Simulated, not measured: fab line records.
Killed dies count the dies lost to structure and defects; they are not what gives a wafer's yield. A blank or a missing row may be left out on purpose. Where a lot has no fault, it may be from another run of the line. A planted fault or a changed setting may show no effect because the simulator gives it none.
Matching of chambers    flow n5_finfet    N5_BEOL_M0_SAQP_ETCH_102 on rie_si-05 has 4 sister chambers
The step etches SiO2 in CF4, target depth 4 nm, time 4.4 s. 4 wafers are shown with their chamber, then 11 later ones without.

WAFERS, EACH WITH ITS CHAMBER
wafer   chamber  throttle_valve_pct (%)
L082.4  3        21.91
L090.3  2        21.74
L090.4  1        21.53
L092.1  0        21.54

WAFERS WITHOUT THEIR CHAMBER
wafer   throttle_valve_pct (%)
L092.2  21.51
L092.5  21.91
L095.2  21.53
L095.5  21.73
L095.6  21.53
L096.4  21.53
L096.5  21.53
L096.6  21.72
L097.2  21.54
L097.3  21.52
L097.6  21.52

WHICH CHAMBER EACH WENT THROUGH
wafer   from the rows above      in truth
L092.2  can't be placed: 1 or 0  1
L092.5  3                        3
L095.2  can't be placed: 1 or 0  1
L095.5  2                        2
L095.6  can't be placed: 1 or 0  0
L096.4  can't be placed: 1 or 0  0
L096.5  can't be placed: 1 or 0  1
L096.6  2                        2
L097.2  can't be placed: 0 or 1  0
L097.3  can't be placed: 1 or 0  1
L097.6  can't be placed: 1 or 0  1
Placed correctly: 3 of 11. Unplaceable from these rows: 8, with the true chamber sitting among the candidates in 8. 0 placed wrongly.
How it was worked out, from the rows above alone: a wafer's distance from a chamber is the root of the sum, over the readings, of the square of ((its reading less the chamber's mean) divided by the reading's scatter). If the next closest chamber is less than 2 further off than the closest, the wafer can't be placed; otherwise it belongs to the closest. The mean given for a chamber averages the wafers shown for that chamber. The scatter: with one shown wafer a chamber, the root of the mean of the squares of how far each hidden wafer lies from its nearest shown one.
